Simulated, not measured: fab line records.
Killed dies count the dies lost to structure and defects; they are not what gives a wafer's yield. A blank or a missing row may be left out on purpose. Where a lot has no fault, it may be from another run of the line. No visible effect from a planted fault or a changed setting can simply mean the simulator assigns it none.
fab line records -- flow n5Finfet
record lots=7, wafers=21
route steps=1938 shown BEOL_M13@1662 BEOL_M14@1722 BEOL_M15@1827 PAD_METAL@1895
startH: start of the lot's first displayed wafer, in hours after the record's first day -- waitH: hours from the lot's prior step to this one -- " unchanged from the row above -- L1.1+2: a single row standing in for several wafers -- - no value present, or no start provided -- * or withheld: withheld -- < > ~ a bound
route shown NAME@n: a module of which the file shows steps, and the number in the route of the first -- usual: mean/standard deviation of fault-free wafers -- same: alike in all rows -- chamber/n: place in a boat -- sites: each site's reading -- _std_site: the standard deviation of these -- _edge_site: mean of outer sites minus mean of inner sites -- radiusMm: how far each site lies from the wafer's centre -- mask NAME#n: copy n -- behind: the tool/chamber that last shaped the wafer -- hold: what put the lot on hold/how long, in hours/how the hold closed -- device: the transistor (n, p or np) that didn't switch -- end of line: at the end of the route, the tests of the same wafers -- where a step has no rows: the recipe by itself -- killed: dies that structure and defects cost at the first sort, which is not the same as the wafer's yield -- map: dies across one wafer; x = killed, . = not, _ = none there
set.NAME: setting as actually run; set.NAME@STEP: the setting as run at that earlier step -- model.NAME: the simulator's own value behind a step, which no gauge read
one table per step and one row per wafer, for lots whose settings were changed on purpose
## steps
# step N5_BEOL_M13_COAT_04
# recipe spinRpm=1625, resistThkNm=400
lot.wafer,tool,chamber,startH,waitH,set.spinRpm,model.coat_of_BEOL_M13_COAT_04.thkNm
L076.1,lithoTrack-01,0,-,-,1625,398.8
L076.3,lithoTrack-01,0,-,-,1625,396.8
L076.6,lithoTrack-01,0,-,-,1625,398.4
L075.1,lithoTrack-05,0,-,-,1625,401.6
L075.5,lithoTrack-05,0,-,-,1678,394.8
L075.6,lithoTrack-05,0,-,-,1678,395.2
L078.4,lithoTrack-02,0,-,-,1459,423.8
L078.5,lithoTrack-02,0,-,-,1459,422.2
L078.6,lithoTrack-02,0,-,-,1625,400
L081.2,lithoTrack-05,0,-,-,1625,401.4
L081.4,lithoTrack-05,0,-,-,1625,400.2
L081.5,lithoTrack-05,0,-,-,1625,401.6
L085.1,lithoTrack-02,0,-,-,1625,397.6
L085.3,lithoTrack-02,0,-,-,1695,390
L085.5,lithoTrack-02,0,-,-,1625,399.6
L090.1,lithoTrack-05,0,-,-,1625,399.6
L090.4,lithoTrack-05,0,-,-,1625,400.8
L090.5,lithoTrack-05,0,-,-,1625,399.8
L095.1,lithoTrack-02,0,-,-,1625,402.8
L095.2,lithoTrack-02,0,-,-,1625,402.6
L095.3,lithoTrack-02,0,-,-,1625,402.4
# step N5_BEOL_M13_EBR_06
# recipe solvent=PGMEA, ebrWidthMm=1.5
# step N5_BEOL_M13_SOFTBAKE_05
# recipe tempC=130, timeS=60
# step N5_BEOL_M13_DESCUM_15
# recipe chemistry=O2, timeS=7.9, sourcePowerW=50, biasPowerW=20, pressureMtorr=20, rfFrequencyHz=2.712e+07, tempC=40, o2FlowSccm=225
# step N5_BEOL_M13_ETCH_59
# recipe chemistry=N2/H2, target=BARC, targetDepthA=890, overetchA=267, timeS=67.9, ionEnergyEv=200, pressureMtorr=30, sourceW=840, biasW=150, n2FlowSccm=200, h2FlowSccm=200
# step N5_BEOL_M13_VIA_ETCH_16
# recipe chemistry=C4F8/O2/Ar, target=SiOC, pressureMtorr=30, sourceW=3000, biasW=700, Ar_flow_sccm=400, C4F8_flow_sccm=15, O2_flow_sccm=8, heInnerTorr=15, heOuterTorr=30, targetDepthA=9217, timeS=withheld, ionEnergyEv=250, ends=cleared
lot.wafer,tool,chamber,startH,waitH,set.spinRpm@BEOL_M13_COAT_04,model.coat_of_BEOL_M13_COAT_04.thkNm
L076.1,rieDiel-04,1,242.62,0.0,1625,70.6
L076.3,rieDiel-04,3,242.62,0.0,1625,65.8
L076.6,rieDiel-04,0,242.62,0.0,1625,62.8
L075.1,rieDiel-01,3,243.88,0.0,1625,71.6
L075.5,rieDiel-01,3,243.88,0.0,1678,62.6
L075.6,rieDiel-01,2,243.88,0.0,1678,57
L078.4,rieDiel-04,3,255.58,0.0,1459,94
L078.5,rieDiel-04,3,255.58,0.0,1459,90.2
L078.6,rieDiel-04,2,255.58,0.0,1625,68.2
L081.2,rieDiel-04,0,278.92,0.0,1625,68.2
L081.4,rieDiel-04,3,278.92,0.0,1625,69.2
L081.5,rieDiel-04,0,278.92,0.0,1625,65.2
L085.1,rieDiel-01,0,313.03,0.0,1625,68.2
L085.3,rieDiel-01,3,313.03,0.0,1695,62.2
L085.5,rieDiel-01,3,313.03,0.0,1625,68.6
L090.1,rieDiel-03,0,341.31,0.0,1625,71.4
L090.4,rieDiel-03,2,341.31,0.0,1625,66.8
L090.5,rieDiel-03,2,341.31,0.0,1625,71.6
L095.1,rieDiel-04,0,374.42,0.0,1625,70.2
L095.2,rieDiel-04,3,374.42,0.0,1625,73.6
L095.3,rieDiel-04,2,374.42,0.0,1625,75.2
# step N5_BEOL_M13_STRIP_63
# recipe chemistry=N2/H2, powerW=1000, tempC=250, h2Frac=0.65, overashFraction=0.3, pressureMtorr=1000, n2FlowSccm=1750, h2FlowSccm=3250
# usual stripTimeToEndpointS=27.4/1.1
lot.wafer,tool,chamber,startH,waitH,set.spinRpm@BEOL_M13_COAT_04,stripTimeToEndpointS
L076.1,plasmaAsher-01,0,242.85,-,1625,27.9
L076.3,plasmaAsher-01,0,242.85,-,1625,26.4
L076.6,plasmaAsher-01,0,242.85,-,1625,25.5
L075.1,plasmaAsher-02,0,244.15,-,1625,28.2
L075.5,plasmaAsher-02,1,244.15,-,1678,25.5
L075.6,plasmaAsher-02,0,244.15,-,1678,23.8
L078.4,plasmaAsher-02,1,255.84,-,1459,34.6
L078.5,plasmaAsher-02,1,255.84,-,1459,33.5
L078.6,plasmaAsher-02,0,255.84,-,1625,27.2
L081.2,plasmaAsher-01,0,279.15,-,1625,27.1
L081.4,plasmaAsher-01,0,279.15,-,1625,27.4
L081.5,plasmaAsher-01,1,279.15,-,1625,26.2
L085.1,plasmaAsher-02,1,313.27,-,1625,27.1
L085.3,plasmaAsher-02,1,313.27,-,1695,25.4
L085.5,plasmaAsher-02,0,313.27,-,1625,27.2
L090.1,plasmaAsher-01,0,341.55,-,1625,28.1
L090.4,plasmaAsher-01,0,341.55,-,1625,26.7
L090.5,plasmaAsher-01,0,341.55,-,1625,28.1
L095.1,plasmaAsher-01,1,374.65,-,1625,27.7
L095.2,plasmaAsher-01,0,374.65,-,1625,28.7
L095.3,plasmaAsher-01,0,374.65,-,1625,29.2
# step N5_BEOL_M14_EXPOSE_07
# recipe maskId=V13, na=0.8, sourceShape=annular, sigmaInner=0.5, sigmaOuter=0.8, polarization=unpolarized, attpsmPhaseDeg=180, doseMj=57
lot.wafer,tool,chamber,startH,waitH,mask,set.doseMj
L076.1+6,krfScanner-02,0,247.83,-,V13#0,57
L076.3,krfScanner-02,0,247.83,-,V13#0,53.53
L075.1+6,krfScanner-02,0,248.84,-,V13#0,57
L075.5,krfScanner-02,0,248.84,-,V13#0,61.16
L078.4+6,krfScanner-02,0,261.64,-,V13#0,57
L078.5,krfScanner-02,0,261.64,-,V13#0,59.75
L081.2+4+5,krfScanner-02,0,287.42,-,V13#0,57
L085.1+3+5,krfScanner-02,0,319.02,-,V13#0,57
L090.1+4,krfScanner-02,0,346.99,-,V13#0,60.64
L090.5,krfScanner-02,0,346.99,-,V13#0,57
L095.1+2+3,krfScanner-01,0,378.03,-,V13#0,57
# step N5_BEOL_M14_PEB_08
# recipe pebTempC=130, pebTimeS=90
# step N5_BEOL_M14_DEVELOP_09
# recipe developTimeS=45, rinseLiquid=diw, dry=airSpin, devTempC=21
# step N5_BEOL_M14_HARDBAKE_14
# recipe tempC=130, timeS=120
# step N5_BEOL_M14_CD_MEAS_10
# recipe targetCdNm=250, landingEnergyEv=500, detector=seInlens, polarity=opening
# usual cdNm=250.6/1.6
lot.wafer,tool,chamber,startH,waitH,set.doseMj@BEOL_M14_EXPOSE_07,cdNm
L076.1,cdSem-03,0,248.00,-,57,252.4
L076.3,cdSem-03,0,248.00,-,53.53,242.8
L076.6,cdSem-03,0,248.00,-,57,253.3
L075.1,cdSem-03,0,249.02,-,57,250.7
L075.5,cdSem-03,0,249.02,-,61.16,264.2
L075.6,cdSem-03,0,249.02,-,57,250.4
L078.4,cdSem-02,0,261.80,-,57,252.3
L078.5,cdSem-02,0,261.80,-,59.75,257.7
L078.6,cdSem-02,0,261.80,-,57,249.6
L081.2,cdSem-02,0,287.59,-,57,248.5
L081.4,cdSem-02,0,287.59,-,57,248.8
L081.5,cdSem-02,0,287.59,-,57,252.5
L085.1,cdSem-01,0,319.19,-,57,250.9
L085.3,cdSem-01,0,319.19,-,57,250.8
L085.5,cdSem-01,0,319.19,-,57,251.5
L090.1,cdSem-01,0,347.17,-,60.64,260.4
L090.4,cdSem-01,0,347.17,-,60.64,262.2
L090.5,cdSem-01,0,347.17,-,57,250.8
L095.1,cdSem-02,0,378.20,-,57,250.9
L095.2,cdSem-02,0,378.20,-,57,249.1
L095.3,cdSem-02,0,378.20,-,57,249.5
# step N5_BEOL_M14_ETCH_59
# recipe chemistry=N2/H2, target=BARC, targetDepthA=890, overetchA=267, timeS=67.9, ionEnergyEv=200, pressureMtorr=30, sourceW=840, biasW=150, n2FlowSccm=200, h2FlowSccm=200
lot.wafer,tool,chamber,startH,waitH,set.h2FlowSccm
L076.1+3+6,rieDiel-06,"2,3,0",248.13,0.0,200
L075.1+5,rieDiel-02,3,249.15,0.0,191
L075.6,rieDiel-02,0,249.15,0.0,200
L078.4+5+6,rieDiel-02,"0,1,2",261.94,0.0,200
L081.2+4+5,rieDiel-05,"2,0,2",287.71,0.0,200
L085.1+3+5,rieDiel-06,"0,1,2",319.33,0.0,200
L090.1+4,rieDiel-02,"0,3",347.29,0.0,191.5
L090.5,rieDiel-02,0,347.29,0.0,200
L095.1,rieDiel-05,0,378.33,0.0,200
L095.2+3,rieDiel-05,"2,1",378.33,0.0,210.3
# step N5_BEOL_M14_VIA_ETCH_16
# recipe chemistry=C4F8/O2/Ar, target=SiO2, heInnerTorr=15, heOuterTorr=30, targetDepthA=12313, timeS=withheld, ionEnergyEv=800, pressureMtorr=20, sourceW=1905, biasW=2040, Ar_flow_sccm=400, C4F8_flow_sccm=16, O2_flow_sccm=12, ends=cleared
# step N5_BEOL_M14_STRIP_63
# recipe chemistry=O2, powerW=600, tempC=60, pressureMtorr=30, rfFrequencyHz=6e+07, biasPowerW=0, overashFraction=0.3, o2FlowSccm=225
# step N5_BEOL_M14_STRIP_71
# recipe chemistry=postEtchResidueRemover, timeS=60, tempC=25, removerPh=withheld, removerWaterWtPct=withheld, removerFluorideWtPct=withheld
# step N5_BEOL_M14_SRD_72
# recipe timeS=30, tempC=23, rinseLiquid=diw, dry=n2Spin, spinRpm=1500, dryTimeS=30
# step N5_BEOL_M14_CD_MEAS_17
# recipe targetCdNm=250, polarity=opening
# usual cdNm=251.5/1.9
lot.wafer,tool,chamber,startH,waitH,set.doseMj@BEOL_M14_EXPOSE_07,cdNm
L076.1,cdSem-03,-,248.55,0.0,57,254.0
L076.3,cdSem-03,-,248.55,0.0,53.53,243.9
L076.6,cdSem-03,-,248.55,0.0,57,253.3
L075.1,cdSem-03,-,249.55,0.0,57,248.4
L075.5,cdSem-03,-,249.55,0.0,61.16,263.2
L075.6,cdSem-03,-,249.55,0.0,57,252.1
L078.4,cdSem-03,-,262.32,0.0,57,253.7
L078.5,cdSem-03,-,262.32,0.0,59.75,258.1
L078.6,cdSem-03,-,262.32,0.0,57,251.8
L081.2,cdSem-03,-,288.11,0.0,57,247.9
L081.4,cdSem-03,-,288.11,0.0,57,249.8
L081.5,cdSem-03,-,288.11,0.0,57,253.9
L085.1,cdSem-03,-,319.73,0.0,57,251.0
L085.3,cdSem-03,-,319.73,0.0,57,253.0
L085.5,cdSem-03,-,319.73,0.0,57,254.2
L090.1,cdSem-01,-,347.69,0.0,60.64,261.3
L090.4,cdSem-01,-,347.69,0.0,60.64,262.7
L090.5,cdSem-01,-,347.69,0.0,57,252.7
L095.1,cdSem-03,-,378.73,0.0,57,251.6
L095.2,cdSem-03,-,378.73,0.0,57,250.8
L095.3,cdSem-03,-,378.73,0.0,57,251.1
# step N5_BEOL_M15_DEP_53
# recipe material=SiCN, targetThkA=500, tempC=withheld, precursor=3MS/NH3, pressureTorr=3, rfW=675, timeS=17.8
lot.wafer,tool,chamber,startH,waitH,set.timeS,model.SiCN_of_BEOL_M15_DEP_53.thkNm
L076.1,pecvd-03,1,257.90,0.0,17.8,49.4
L076.3,pecvd-03,2,257.90,0.0,17.8,49.2
L076.6,pecvd-03,0,257.90,0.0,19.64,54.8
L075.1,pecvd-04,1,260.48,0.0,17.8,49.8
L075.5,pecvd-04,0,260.48,0.0,20.43,57.2
L075.6,pecvd-04,1,260.48,0.0,20.43,57.8
L078.4,pecvd-01,0,272.33,0.0,17.8,51
L078.5,pecvd-01,1,272.33,0.0,17.8,51.2
L078.6,pecvd-01,2,272.33,0.0,17.8,50.4
L081.2,pecvd-04,2,298.51,0.0,17.8,50.4
L081.4,pecvd-04,2,298.51,0.0,17.8,51.2
L081.5,pecvd-04,0,298.51,0.0,17.8,50.6
L085.1,pecvd-01,1,332.06,0.0,19.36,54.2
L085.3,pecvd-01,0,332.06,0.0,19.36,54
L085.5,pecvd-01,2,332.06,0.0,19.36,54.8
L090.1,pecvd-01,2,356.97,0.0,17.8,49.6
L090.4,pecvd-01,1,356.97,0.0,17.8,50.8
L090.5,pecvd-01,0,356.97,0.0,17.8,50
L095.1,pecvd-01,1,393.87,0.0,17.8,49
L095.2,pecvd-01,0,393.87,0.0,16.19,44.8
L095.3,pecvd-01,2,393.87,0.0,16.19,45.4
# step N5_PASSIVATION_SPUTTER_20
# recipe material=TaN, targetThkA=500, tempC=25, chamberPressurePa=0.4
lot.wafer,tool,chamber,startH,waitH,set.targetThkA,model.TaN_of_PASSIVATION_SPUTTER_20.thkNm
L076.1,pvdSputter-03,-,266.00,0.0,475.7,47.6
L076.3,pvdSputter-03,-,266.00,0.0,500,50.6
L076.6,pvdSputter-03,-,266.00,0.0,500,50.4
L075.1,pvdSputter-02,-,270.06,0.0,500,50.6
L075.5,pvdSputter-02,-,270.06,0.0,500,50.4
L075.6,pvdSputter-02,-,270.06,0.0,500,50.2
L078.4,pvdSputter-01,-,283.48,0.0,552.1,55.2
L078.5,pvdSputter-01,-,283.48,0.0,500,49.4
L078.6,pvdSputter-01,-,283.48,0.0,500,49.6
L081.2,pvdSputter-02,-,307.18,0.0,500,50.2
L081.4,pvdSputter-02,-,307.18,0.0,500,49.6
L081.5,pvdSputter-02,-,307.18,0.0,500,50
L085.1,pvdSputter-03,-,341.41,0.0,500,49.4
L085.3,pvdSputter-03,-,341.41,0.0,500,50
L085.5,pvdSputter-03,-,341.41,0.0,444.3,44.8
L090.1,pvdSputter-01,-,367.11,0.0,480.4,48.4
L090.4,pvdSputter-01,-,367.11,0.0,500,50.2
L090.5,pvdSputter-01,-,367.11,0.0,480.4,49
L095.1,pvdSputter-03,-,404.76,0.0,481.9,47.8
L095.2,pvdSputter-03,-,404.76,0.0,500,50.2
L095.3,pvdSputter-03,-,404.76,0.0,481.9,48.6
## key
split step=N5_BEOL_M13_COAT_04, setting=spinRpm, stated=1625, by=wafer
response step=N5_BEOL_M13_COAT_04, reading=model.coat_of_BEOL_M13_COAT_04.thkNm, change=-2.2, per=1%, r=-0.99
response step=N5_BEOL_M13_VIA_ETCH_16, reading=model.coat_of_BEOL_M13_COAT_04.thkNm, change=-2.32, per=1%, r=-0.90
response step=N5_BEOL_M13_STRIP_63, reading=stripTimeToEndpointS, change=*, per=1%, r=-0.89
split step=N5_BEOL_M14_EXPOSE_07, setting=doseMj, stated=57, by=wafer
response step=N5_BEOL_M14_CD_MEAS_10, reading=cdNm, change=+1.69, per=1%, r=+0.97
response step=N5_BEOL_M14_CD_MEAS_17, reading=cdNm, change=+1.55, per=1%, r=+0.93
split step=N5_BEOL_M14_ETCH_59, setting=h2FlowSccm, stated=200, by=wafer
response none clear
split step=N5_BEOL_M15_DEP_53, setting=timeS, stated=17.8, by=wafer
response step=N5_BEOL_M15_DEP_53, reading=model.SiCN_of_BEOL_M15_DEP_53.thkNm, change=+0.506, per=1%, r=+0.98
split step=N5_PASSIVATION_SPUTTER_20, setting=targetThkA, stated=500, by=wafer
response step=N5_PASSIVATION_SPUTTER_20, reading=model.TaN_of_PASSIVATION_SPUTTER_20.thkNm, change=+0.496, per=1%, r=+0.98
